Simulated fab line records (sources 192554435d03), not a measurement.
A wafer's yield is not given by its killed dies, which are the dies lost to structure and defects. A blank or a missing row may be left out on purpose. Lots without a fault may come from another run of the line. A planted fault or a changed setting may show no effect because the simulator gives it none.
Which tool was responsible? -- flow n5Finfet -- Sampling: 24 lots, 72 wafers, 3 of 1938 route steps

== WHAT THE GAUGES SHOWED, per wafer ==
N5_WELL_APT_CD_MEAS_08: target cd 200 nm. Usual: cdNm at 199.9 nm, with a standard deviation of 1.1.
lot,measured,on,cdNm (nm),flag
L074,day 1 13:35,cdSem-03,199.1 200.7 198.3,
L075,day 1 19:49,cdSem-02,197.8 199.8 201.3,
L076,day 2 01:35,cdSem-01,198.7 200.6 198.0,
L077,day 2 07:44,cdSem-03,199.5 199.2 199.9,
L078,day 2 13:41,cdSem-01,202.4 198.6 198.2,
L079,day 2 19:41,cdSem-03,200.3 200.0 201.7,
L080,day 3 01:41,cdSem-02,198.8 198.1 200.1,
L081,day 3 07:35,cdSem-02,198.8 199.4 200.0,
L082,day 3 13:41,cdSem-01,200.2 200.8 201.4,
L083,day 3 19:35,cdSem-03,199.6 200.5 200.0,
L084,day 4 01:58,cdSem-03,202.3 201.0 201.9,
L085,day 4 07:34,cdSem-02,198.9 199.4 199.4,
L086,day 4 13:34,cdSem-03,200.4 199.5 198.1,
L087,day 4 20:28,cdSem-02,199.9 200.3 200.0,
L088,day 5 01:43,cdSem-01,200.8 198.0 198.5,
L089,day 5 07:41,cdSem-03,200.2 201.0 200.3,
L090,day 5 13:42,cdSem-01,200.4 199.8 200.7,
L091,day 5 19:41,cdSem-03,199.7 200.0 198.5,
L092,day 6 02:04,cdSem-03,200.9 199.1 198.8,
L093,day 6 07:52,cdSem-02,199.4 199.2 198.2,
L094,day 6 13:49,cdSem-02,200.8 199.7 200.8,
L095,day 6 20:13,cdSem-03,199.2 199.6 198.3,
L096,day 7 01:48,cdSem-03,200.2 200.5 201.0,
L097,day 7 07:43,cdSem-03,202.2 200.5 200.4,

N5_WELL_APT_INSPECT_10: inspects for defects (macro). Usual: rawDefectCount at 2.0, with a standard deviation of 1.4.
lot,measured,on,rawDefectCount,flag
L074,day 1 13:38,defectInspect-02,1 0 2,
L075,day 1 19:52,defectInspect-01,0 2 0,
L076,day 2 01:38,defectInspect-02,6 2 4,
L077,day 2 07:47,defectInspect-02,3 1 2,
L078,day 2 13:44,defectInspect-01,0 0 2,
L079,day 2 19:45,defectInspect-01,0 3 3,
L080,day 3 01:44,defectInspect-01,6 2 2,
L081,day 3 07:38,defectInspect-01,0 2 3,
L082,day 3 13:44,defectInspect-01,3 2 2,
L083,day 3 19:39,defectInspect-01,1 0 2,
L084,day 4 02:02,defectInspect-01,4 3 1,
L085,day 4 07:38,defectInspect-02,1 2 1,
L086,day 4 13:37,defectInspect-01,0 0 1,
L087,day 4 20:31,defectInspect-02,5 4 1,
L088,day 5 01:46,defectInspect-02,2 3 4,
L089,day 5 07:44,defectInspect-02,7 2 2,
L090,day 5 13:45,defectInspect-02,2 1 2,
L091,day 5 19:44,defectInspect-02,1 2 1,
L092,day 6 02:07,defectInspect-01,2 0 4,
L093,day 6 07:55,defectInspect-01,2 1 4,
L094,day 6 13:52,defectInspect-02,2 1 3,
L095,day 6 20:16,defectInspect-02,3 2 2,
L096,day 7 01:51,defectInspect-01,2 2 0,
L097,day 7 07:48,defectInspect-02,3 3 2,

N5_WELL_APT_OVL_MEAS_26. Usual: PWELL_OVL gives 3 nm (standard deviation 4.6).
lot,measured,on,PWELL_OVL (nm),flag
L074,day 1 15:19,overlay-02,6 0 3,
L075,day 1 21:20,overlay-02,0 4 5,
L076,day 2 02:44,overlay-02,-2 3 -6,
L077,day 2 08:54,overlay-02,5 9 0,
L078,day 2 15:43,overlay-02,5 6 9,
L079,day 2 21:00,overlay-02,-3 -1 -2,
L080,day 3 03:01,overlay-02,10 10 13,
L081,day 3 08:49,overlay-02,-3 10 1,
L082,day 3 15:22,overlay-01,7 3 1,
L083,day 3 20:58,overlay-02,6 6 5,
L084,day 4 03:15,overlay-02,5 0 7,
L085,day 4 08:46,overlay-01,-2 0 2,
L086,day 4 14:54,overlay-01,2 12 9,
L087,day 4 21:50,overlay-01,-3 6 3,
L088,day 5 02:53,overlay-01,4 4 4,
L089,day 5 08:50,overlay-02,-4 -6 -4,
L090,day 5 15:02,overlay-02,3 -4 -4,
L091,day 5 21:25,overlay-02,2 -6 -2,
L092,day 6 03:21,overlay-02,3 6 8,
L093,day 6 09:09,overlay-01,-1 5 0,
L094,day 6 15:50,overlay-02,8 9 7,
L095,day 6 21:29,overlay-01,-4 -1 1,
L096,day 7 02:57,overlay-01,3 2 6,
L097,day 7 09:01,overlay-02,2 9 5,

== WHICH TOOL RAN EACH LOT (tool, then ch and the chambers of the sampled wafers, then the start) ==
No process step before these readings appears in the record.

== WHAT THE TOOLS THEMSELVES READ (means of the sampled wafers that have a number; where no wafer has one, the mark that the record gives instead) ==
The record holds no such reading with a usual standard deviation.

== THE ANSWER, worked out from the rows above alone ==
Rule: a lot is off if the mean of its wafers that have a number lies more than 3 standard deviations from the usual mean. Also off: a lot with no number at a reading for which 4 or more lots have one. Any other lot the step has rows for is counted as sound. Order of review: gauges by route order, followed by the tools' own readings, for which a lot's mean as printed above is used. The first step at which some lot is off is used, and at that step the reading that is off furthest; a lot without a number counts as furthest.
Nothing can be told from this: no lot is off at any reading shown.

== WHAT THE SIMULATOR HAD INSERTED ==
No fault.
